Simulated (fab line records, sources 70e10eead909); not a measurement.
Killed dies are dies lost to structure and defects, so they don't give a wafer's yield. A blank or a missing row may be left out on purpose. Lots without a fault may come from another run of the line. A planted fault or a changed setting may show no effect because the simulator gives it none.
Chamber matching | flow nand_harc | NHARC_A_STAIRCASE_TRIM_229 on rie_diel-01: 4 sister chambers
The step chemistry O2, time 211.2 s. 8 wafers are shown with their chamber, then 10 later ones without.

WAFERS WITH THEIR CHAMBER
wafer  | chamber | showerhead_plenum_p_Torr (Torr) | drypump_motor_current_A (A)
L078.3 | 1       | 3.50                            | 6.0
L080.5 | 0       | 3.33                            | 6.7
L079.4 | 0       | 3.32                            | 6.7
L082.1 | 2       | 3.47                            | 6.2
L082.2 | 1       | 3.50                            | 6.1
L082.6 | 3       | 3.48                            | 6.3
L083.2 | 2       | 3.47                            | 6.2
L083.5 | 3       | 3.48                            | 6.3

WAFERS WITHOUT THEIR CHAMBER
wafer  | showerhead_plenum_p_Torr (Torr) | drypump_motor_current_A (A)
L083.6 | 3.32                            | 6.7
L086.2 | 3.47                            | 6.1
L086.3 | 3.49                            | 6.1
L086.5 | 3.49                            | 6.1
L089.1 | 3.46                            | 6.2
L089.5 | 3.47                            | 6.4
L089.6 | 3.46                            | 6.2
L090.2 | 3.47                            | 6.4
L090.3 | 3.46                            | 6.2
L090.6 | 3.31                            | 6.7

WHICH CHAMBER EACH WENT THROUGH
wafer  | from the rows above     | in truth
L083.6 | 0                       | 0
L086.2 | 2                       | 2
L086.3 | 1                       | 1
L086.5 | 1                       | 1
L089.1 | 2                       | 2
L089.5 | can't be placed: 3 or 2 | 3
L089.6 | 2                       | 2
L090.2 | can't be placed: 3 or 2 | 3
L090.3 | 2                       | 2
L090.6 | 0                       | 0
Placed correctly: 8 of 10. Can't be placed from these rows: 2 (the true chamber is among the candidates in 2). Placed wrongly: 0.
How it was worked out, from the rows above alone: a wafer's distance from a chamber is the root of the sum, over the readings, of the square of ((its reading less the chamber's mean) divided by the reading's scatter). The wafer belongs to the nearest chamber; if the next one is less than 2 further off, it can't be placed. A chamber's mean is the mean of its shown wafers. The scatter: the root of (the sum of the squares of (reading less its chamber's mean) over the shown wafers, divided by (wafers less chambers)).
